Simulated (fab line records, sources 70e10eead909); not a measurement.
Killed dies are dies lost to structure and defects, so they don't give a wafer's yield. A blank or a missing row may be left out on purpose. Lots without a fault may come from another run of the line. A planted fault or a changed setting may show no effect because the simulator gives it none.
Chamber matching | flow nand_harc | NHARC_P_STI_ETCH_42 on rie_diel-06: 4 sister chambers
The step etches the open film in N2/H2, target depth 80 nm, overetch 24 nm, time 61 s. 18 wafers are shown with their chamber, then 9 later ones without.

WAFERS WITH THEIR CHAMBER
wafer  | chamber | showerhead_plenum_p_Torr (Torr) | drypump_motor_current_A (A) | rf_vpp_V (V)
L970.2 | 0       | 1.97                            | 5.51                        | 427.0
L970.5 | 2       | 2.10                            | 5.81                        | 431.5
L970.6 | 1       | 2.18                            | 5.83                        | 434.3
L971.1 | 1       | 2.18                            | 5.82                        | 435.4
L971.2 | 2       | 2.10                            | 5.80                        | 432.3
L971.6 | 1       | 2.18                            | 5.83                        | 433.9
L973.2 | 1       | 2.18                            | 5.79                        | 433.3
L973.3 | 0       | 1.97                            | 5.53                        | 427.7
L973.4 | 3       | 2.01                            | 5.39                        | 428.7
L984.1 | 0       | 1.96                            | 5.52                        | 430.0
L984.4 | 3       | 2.01                            | 5.43                        | 428.7
L984.5 | 0       | 1.96                            | 5.51                        | 427.8
L987.2 | 1       | 2.18                            | 5.81                        | 434.0
L987.4 | 2       | 2.09                            | 5.77                        | 432.1
L987.5 | 1       | 2.18                            | 5.86                        | 434.0
L989.1 | 3       | 2.01                            | 5.41                        | 430.6
L989.4 | 0       | 1.96                            | 5.52                        | 429.1
L989.6 | 3       | 2.01                            | 5.41                        | 428.8

SIGNATURES (means of the wafers above)
reading                  | chamber 0 | chamber 1 | chamber 2 | chamber 3 | scatter within a chamber
showerhead_plenum_p_Torr | 1.9640    | 2.1800    | 2.0967    | 2.0100    | 0.00365
drypump_motor_current_A  | 5.5180    | 5.8233    | 5.7933    | 5.4100    | 0.0183
rf_vpp_V                 | 428.320   | 434.150   | 431.967   | 429.200   | 0.895
Rule: a wafer's distance from a chamber is the root of the sum, over the readings, of the square of ((its reading less the chamber's mean) divided by the reading's scatter). The wafer belongs to the nearest chamber; if the next one is less than 2 further off, it can't be placed. The scatter: the root of (the sum of the squares of (reading less its chamber's mean) over the shown wafers, divided by (wafers less chambers)).

WAFERS WITHOUT THEIR CHAMBER
wafer  | showerhead_plenum_p_Torr (Torr) | drypump_motor_current_A (A) | rf_vpp_V (V)
L990.1 | 2.09                            | 5.79                        | 433.1
L990.3 | 2.01                            | 5.41                        | 430.4
L990.6 | 1.96                            | 5.53                        | 427.5
L991.1 | 2.09                            | 5.81                        | 432.4
L991.4 | 2.18                            | 5.80                        | 433.6
L991.6 | 2.09                            | 5.80                        | 431.4
L992.2 | 2.18                            | 5.84                        | 434.5
L992.3 | 1.96                            | 5.51                        | 429.5
L992.5 | 1.96                            | 5.51                        | 427.5

WHICH CHAMBER EACH WENT THROUGH
wafer  | from the rows above | in truth
L990.1 | 2                   | 2
L990.3 | 3                   | 3
L990.6 | 0                   | 0
L991.1 | 2                   | 2
L991.4 | 1                   | 1
L991.6 | 2                   | 2
L992.2 | 1                   | 1
L992.3 | 0                   | 0
L992.5 | 0                   | 0
Placed correctly: 9 of 9. Can't be placed from these rows: 0. Placed wrongly: 0.
